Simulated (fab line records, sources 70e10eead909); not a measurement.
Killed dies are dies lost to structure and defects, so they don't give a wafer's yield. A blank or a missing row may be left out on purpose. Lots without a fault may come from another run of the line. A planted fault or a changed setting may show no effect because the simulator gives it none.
Chamber matching | flow nand_harc | NHARC_A_STAIRCASE_DESCUM_443 on rie_diel-01: 4 sister chambers
The step chemistry O2, time 3 s. 14 wafers are shown with their chamber, then 7 later ones without.

WAFERS WITH THEIR CHAMBER
wafer  | chamber | drypump_motor_current_A (A) | showerhead_plenum_p_Torr (Torr) | oes_product_au (a.u.)
L079.2 | 3       | 6.3                         | 1.88                            | 0.999
L079.4 | 0       | 6.7                         | 1.79                            | 0.992
L079.5 | 3       | 6.3                         | 1.88                            | 1.002
L082.1 | 1       | 6.1                         | 1.89                            | 1.021
L082.2 | 2       | 6.2                         | 1.87                            | 1.008
L082.6 | 1       | 6.1                         | 1.89                            | 1.011
L089.1 | 2       | 6.1                         | 1.87                            | 0.985
L089.5 | 2       | 6.2                         | 1.87                            | 0.986
L089.6 | 3       | 6.3                         | 1.88                            | 1.005
L090.2 | 0       | 6.7                         | 1.78                            | 1.003
L090.3 | 1       | 6.1                         | 1.88                            | 0.997
L090.6 | 1       | 6.1                         | 1.88                            | 1.001
L091.1 | 1       | 6.1                         | 1.88                            | 0.992
L091.4 | 0       | 6.7                         | 1.78                            | 0.997

SIGNATURES (means of the wafers above)
reading                  | chamber 0 | chamber 1 | chamber 2 | chamber 3 | scatter within a chamber
drypump_motor_current_A  | 6.700     | 6.100     | 6.167     | 6.300     | 0.0258
showerhead_plenum_p_Torr | 1.7833    | 1.8840    | 1.8700    | 1.8800    | 0.00432
oes_product_au           | 0.99733   | 1.00440   | 0.99300   | 1.00200   | 0.00978
Rule: a wafer's distance from a chamber is the root of the sum, over the readings, of the square of ((its reading less the chamber's mean) divided by the reading's scatter). The wafer belongs to the nearest chamber; if the next one is less than 2 further off, it can't be placed. The scatter: the root of (the sum of the squares of (reading less its chamber's mean) over the shown wafers, divided by (wafers less chambers)).

WAFERS WITHOUT THEIR CHAMBER
wafer  | drypump_motor_current_A (A) | showerhead_plenum_p_Torr (Torr) | oes_product_au (a.u.)
L091.5 | 6.7                         | 1.78                            | 0.991
L094.2 | 6.4                         | 1.87                            | 1.010
L094.4 | 6.1                         | 1.88                            | 1.005
L094.5 | 6.2                         | 1.86                            | 0.996
L095.3 | 6.3                         | 1.87                            | 1.002
L095.5 | 6.3                         | 1.87                            | 1.000
L095.6 | 6.2                         | 1.86                            | 0.980

WHICH CHAMBER EACH WENT THROUGH
wafer  | from the rows above | in truth
L091.5 | 0                   | 0
L094.2 | 3                   | 3
L094.4 | 1                   | 1
L094.5 | 2                   | 2
L095.3 | 3                   | 3
L095.5 | 3                   | 3
L095.6 | 2                   | 2
Placed correctly: 7 of 7. Can't be placed from these rows: 0. Placed wrongly: 0.
